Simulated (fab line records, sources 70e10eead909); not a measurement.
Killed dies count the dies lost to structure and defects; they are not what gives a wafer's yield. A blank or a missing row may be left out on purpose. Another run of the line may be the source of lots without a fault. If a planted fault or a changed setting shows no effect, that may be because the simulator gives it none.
Chamber matching    flow nand_harc    NHARC_P_CONTACT_ALD_22 on ald_metal-02: 4 sister chambers
The step deposits TiN, target thk 3 nm, pulse time 1 s, ald cycles 150. 8 wafers are shown with their chamber, then 10 later ones without.

## WAFERS WITH THEIR CHAMBER
wafer   chamber  heater_power_w (W)  precursor_pulse_height_rel
L080.6  0        1197                1.013
L082.1  1        1048                1.002
L082.2  2        1002                1.021
L085.2  3        1336                1.057
L085.3  2        1014                0.994
L085.6  3        1315                0.995
L087.2  1        1041                1.001
L087.4  0        1186                0.944

## WAFERS MISSING THEIR CHAMBER
wafer   heater_power_w (W)  precursor_pulse_height_rel
L087.5  1342                1.001
L088.1  1018                0.991
L088.4  1034                1.021
L088.5  1029                0.981
L095.1  1044                1.006
L095.2  1182                0.993
L095.5  1028                1.013
L097.2  1050                1.011
L097.3  1171                1.005
L097.5  1152                1.002

## CHAMBER TAKEN BY EACH
wafer   from the rows above      in truth
L087.5  3                        3
L088.1  can't be placed: 2 or 1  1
L088.4  can't be placed: 1 or 2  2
L088.5  can't be placed: 1 or 2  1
L095.1  1                        1
L095.2  0                        0
L095.5  can't be placed: 1 or 2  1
L097.2  1                        1
L097.3  0                        0
L097.5  0                        0
6 of 10 placed correctly. Can't be placed from these rows: 4 (the true chamber is among the candidates in 4). 0 placed wrongly.
How it was worked out, from the rows above alone: a wafer's distance from a chamber is the root of the sum, over the readings, of the square of ((its reading less the chamber's mean) divided by the reading's scatter). The wafer belongs to the nearest chamber; if the next one is less than 2 further off, it can't be placed. The mean given for a chamber averages the wafers shown for that chamber. How the scatter is found: for the shown wafers, subtract from each reading the mean of its chamber, square and add these, divide the total by (wafers less chambers), then take the root.
